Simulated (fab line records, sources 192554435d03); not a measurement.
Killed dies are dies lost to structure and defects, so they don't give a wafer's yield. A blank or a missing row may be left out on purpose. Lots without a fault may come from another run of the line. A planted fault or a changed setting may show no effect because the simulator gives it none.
Split-lot experiment | flow n5_finfet | 7 lots, 21 wafers read, on a route of 1938 steps

THE SPLIT
At N5_HKMG_FIN_EXPOSE_09 (exposes mask NWFM), the setting dose_mj was moved away from the recipe's 39.25 on 7 of the 21 wafers read, by -6.6% to +7.0%. The other wafers ran this setting at the recipe's value.

FROM THE SPLIT TO THE READING: what the file shows between them, 2 steps
- N5_HKMG_FIN_PEB_10: peb time 60 s
- N5_HKMG_FIN_DEVELOP_11: develop time 30 s

THE READING
cd_nm, in nm, at N5_HKMG_FIN_CD_MEAS_12 (target cd 92.8 nm). Fault-free wafers of this fab line usually give 93.0 nm, standard deviation 0.52 nm.

wafer  | tool, chamber at the split | dose_mj as run | against the recipe | cd_nm, nm | against lot-mates on the recipe
L074.2 | arfi_scanner-03, 0         | 36.64          | -6.6%              | 89.9      | -3.0
L074.4 | arfi_scanner-03, 0         | 39.25          | recipe             | 92.6      | -
L074.6 | arfi_scanner-03, 0         | 39.25          | recipe             | 93.2      | -
L075.1 | arfi_scanner-03, 0         | 38.11          | -2.9%              | 89.6      | -2.9
L075.3 | arfi_scanner-03, 0         | 39.25          | recipe             | 92.5      | -
L075.4 | arfi_scanner-03, 0         | 38.11          | -2.9%              | 89.6      | -2.9
L076.1 | arfi_scanner-02, 0         | 39.25          | recipe             | 93.6      | -
L076.2 | arfi_scanner-02, 0         | 39.25          | recipe             | 94.0      | -
L076.3 | arfi_scanner-02, 0         | 39.25          | recipe             | 93.3      | -
L078.1 | arfi_scanner-02, 0         | 41.98          | +7.0%              | 96.8      | +4.0
L078.5 | arfi_scanner-02, 0         | 39.25          | recipe             | 93.2      | -
L078.6 | arfi_scanner-02, 0         | 39.25          | recipe             | 92.3      | -
L083.3 | arfi_scanner-02, 0         | 39.25          | recipe             | 93.2      | -
L083.5 | arfi_scanner-02, 0         | 39.25          | recipe             | 93.2      | -
L083.6 | arfi_scanner-02, 0         | 39.25          | recipe             | 93.4      | -
L088.2 | arfi_scanner-03, 0         | 39.25          | recipe             | 93.1      | -
L088.3 | arfi_scanner-03, 0         | 41.28          | +5.2%              | 95.7      | +2.6
L088.4 | arfi_scanner-03, 0         | 41.28          | +5.2%              | 95.6      | +2.5
L090.1 | arfi_scanner-02, 0         | 40.85          | +4.1%              | 96.3      | +3.0
L090.3 | arfi_scanner-02, 0         | 39.25          | recipe             | 93.1      | -
L090.4 | arfi_scanner-02, 0         | 39.25          | recipe             | 93.5      | -

THE FIT
A straight line over all 21 wafers: cd_nm changes by +0.601 nm for each +1% of dose_mj; r = +0.93; the points scatter about the line by 0.74 nm.
The same after taking each lot's own level away (the mean of its wafers on the recipe; 21 wafers): +0.581 nm for each +1%; r = +0.96; scatter 0.53 nm.
On that fit, the largest move of dose_mj shifts the reading by 4 nm.
The lots' own levels span 92.50 to 93.63 nm, that is 2.2 times the standard deviation above.
So the lot-to-lot level changes the slope little: the two slopes agree.
Check: with one of the wafers moved furthest among these (+7.0%) left out of the fit, the line predicts +3.92 nm for it against its lot-mates. It came out at +4.05 nm against them.

THE FILE'S OWN FIT
cd_nm changes by +0.574 nm for each +1% of dose_mj, r = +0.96.
